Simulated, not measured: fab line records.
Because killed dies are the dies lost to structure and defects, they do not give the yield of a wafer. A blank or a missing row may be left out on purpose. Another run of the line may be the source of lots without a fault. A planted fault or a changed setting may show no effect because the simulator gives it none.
One fault seen from 2 desks ; flow nand_harc ; each desk holds nothing but its own numbers, with what lay behind them at the end

## METROLOGY DESK
What the gauges read for every lot (on any tool): the sampled wafers with a number, averaged. The brackets show how far a lot's mean lies from the usual mean; more than 4 standard deviations puts the lot out of limits, marked OUT.
Columns: A = thk_nm at NHARC_THIN_TSV_THK_MEAS_02, usual 3041 nm
lot;first seen here;A
L198;day 23 23:15;3001
L200;day 24 07:07;3559
L199;day 24 08:20;3173
L201;day 24 16:52;2918
L203;day 25 04:25;2932
L202;day 25 17:44;3034
L204;day 26 01:43;2766
L206;day 28 10:16;3022
L213;day 29 19:55;2777
L214;day 30 22:39;2871
L218;day 32 12:22;2908
L217;day 33 05:38;3240
L221;day 33 06:50;2967
This desk's finding: nothing out of limits on any of the 13 lots.

## AT THE TOOL OWNER'S DESK: lpcvd_poly-02
The tool's own readings at NHARC_A_CHANNEL_FILL_D1_CVD_18 (deposits poly-Si, target thk 3 nm): means of the sampled wafers that have a number, for each lot that ran on this tool. The brackets show how far a lot's mean lies from the usual mean; more than 4 standard deviations puts the lot out of limits, marked OUT.
Columns: A = zone_power_top_pct at NHARC_A_CHANNEL_FILL_D1_CVD_18, usual 15.1 %
lot;first seen here;A
L199;day 10 19:02;14.4
L200;day 10 19:02;14.3
L201;day 10 19:02;14.3
L202;day 11 17:01;14.1
L203;day 11 17:01;14.2
L206;day 13 09:29;14.5
L213;day 15 23:31;14.2
L214;day 16 19:06;14.4
This desk's finding: nothing out of limits on any of the 8 lots.

## BROUGHT TOGETHER
At the metrology desk, nothing out of limits was observed.
The tool owner's desk saw nothing out of limits.

## WHAT HAD BEEN PUT IN BY THE SIMULATOR
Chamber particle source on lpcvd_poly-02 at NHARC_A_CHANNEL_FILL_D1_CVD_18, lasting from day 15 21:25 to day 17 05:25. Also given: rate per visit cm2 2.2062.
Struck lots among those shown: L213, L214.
